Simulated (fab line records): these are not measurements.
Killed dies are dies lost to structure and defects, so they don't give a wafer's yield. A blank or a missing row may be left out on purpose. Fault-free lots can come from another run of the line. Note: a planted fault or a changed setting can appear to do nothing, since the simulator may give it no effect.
Which of the tools did it? -- flow n5 finfet -- at 1 step of a route of 1938, 7 lots with 21 wafers sampled

## WHAT EACH GAUGE READ, for each wafer
N5_BEOL_M11_THK_MEAS_53: measures by xrf.
lot,measured,on,M11_THK (nm)
L570,day 11 21:04,film metro-02,144 143 145
L574,day 12 23:26,film metro-02,137 135 135
L577,day 13 20:52,film metro-01,138 139 135
L579,day 14 02:58,film metro-02,132 133 131
L587,day 15 14:04,film metro-01,138 135 137
L588,day 16 11:41,film metro-02,145 138 138
L590,day 17 02:59,film metro-01,139 142 138

## EACH LOT AND THE TOOL THAT RAN IT (in order: tool; ch and the chambers of the sampled wafers; start)
Record: no process step prior to these readings.

## THE ANSWER, worked out from the rows above alone
Rule: the usual values come from the lots themselves. Put in order of their means at a reading, lots are off if they are a third of the lots or fewer, leave a main group of 4 or more, and stand apart from it by a gap of 3 or more times the standard deviation of the main group's means; of several such gaps the widest counts. The tables above print the reading to a certain number of digits; a main group whose means all agree to those digits is not used. Also off: a lot with no number at a reading for which 4 or more lots have one. All remaining lots with rows at the step are treated as sound.
No lot is off at any reading shown: from this, nothing can be told.

## WHAT WAS PUT IN BY THE SIMULATOR
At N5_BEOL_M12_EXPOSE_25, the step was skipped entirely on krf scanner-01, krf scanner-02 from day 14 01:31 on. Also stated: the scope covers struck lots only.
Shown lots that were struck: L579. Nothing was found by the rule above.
